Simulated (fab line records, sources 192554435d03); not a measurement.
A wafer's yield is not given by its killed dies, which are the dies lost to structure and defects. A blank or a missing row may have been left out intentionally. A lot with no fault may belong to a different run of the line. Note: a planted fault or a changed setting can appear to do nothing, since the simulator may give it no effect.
Matching of chambers	flow n5_finfet	N5_ILD0_LINER_00 on ald_sin-04: 4 sister chambers
The step material SiNx, target thk 4 nm, pulse time 1 s, purge time 2 s. 20 wafers are shown with their chamber, then 10 later ones without.

WAFERS, EACH WITH ITS CHAMBER
wafer	chamber	heater_power_w (W)	precursor_pulse_height_rel
L074.1	0	662	1.017
L074.5	3	672	0.973
L074.6	2	777	0.972
L075.2	0	689	0.962
L075.5	1	863	1.009
L075.6	2	790	1.002
L077.1	2	796	0.998
L077.3	1	850	1.000
L077.6	3	679	0.958
L080.3	3	652	1.009
L080.4	0	693	1.010
L080.5	2	795	1.004
L082.2	0	693	1.007
L082.3	3	657	1.013
L082.6	3	664	1.014
L091.2	3	677	0.981
L091.3	1	855	0.985
L091.4	2	782	1.016
L092.2	2	779	1.003
L092.4	1	841	1.018

SIGNATURES (means of the wafers above)
reading	chamber 0	chamber 1	chamber 2	chamber 3	scatter within a chamber
heater_power_w	684.25	852.25	786.50	666.83	10.8
precursor_pulse_height_rel	0.99900	1.00300	0.99917	0.99133	0.02
Rule: for each reading, subtract the chamber's mean from the wafer's reading, divide by that reading's scatter and square the result; add these up over the readings and take the root, which gives the wafer's distance from the chamber. If the next closest chamber is less than 2 further off than the closest, the wafer can't be placed; otherwise it belongs to the closest. The scatter is the square root of a quotient: the sum, over the shown wafers, of each reading's squared deviation from its chamber's mean, divided by wafers minus chambers.

WAFERS MISSING THEIR CHAMBER
wafer	heater_power_w (W)	precursor_pulse_height_rel
L092.6	668	1.034
L093.1	850	1.020
L093.5	786	1.028
L093.6	683	0.998
L094.2	669	1.004
L094.3	682	0.983
L094.5	785	1.005
L096.1	804	1.005
L096.3	858	0.969
L096.5	766	0.981

WHICH CHAMBER EACH WENT THROUGH
wafer	from the rows above	in truth
L092.6	can't be placed: 3 or 0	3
L093.1	1	1
L093.5	2	2
L093.6	can't be placed: 0 or 3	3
L094.2	can't be placed: 3 or 0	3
L094.3	can't be placed: 0 or 3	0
L094.5	2	2
L096.1	2	2
L096.3	1	1
L096.5	2	2
Correct placement for 6 of the 10. From these rows, 4 cannot be placed; in 4 the true chamber is one of the candidates. 0 placed wrongly.
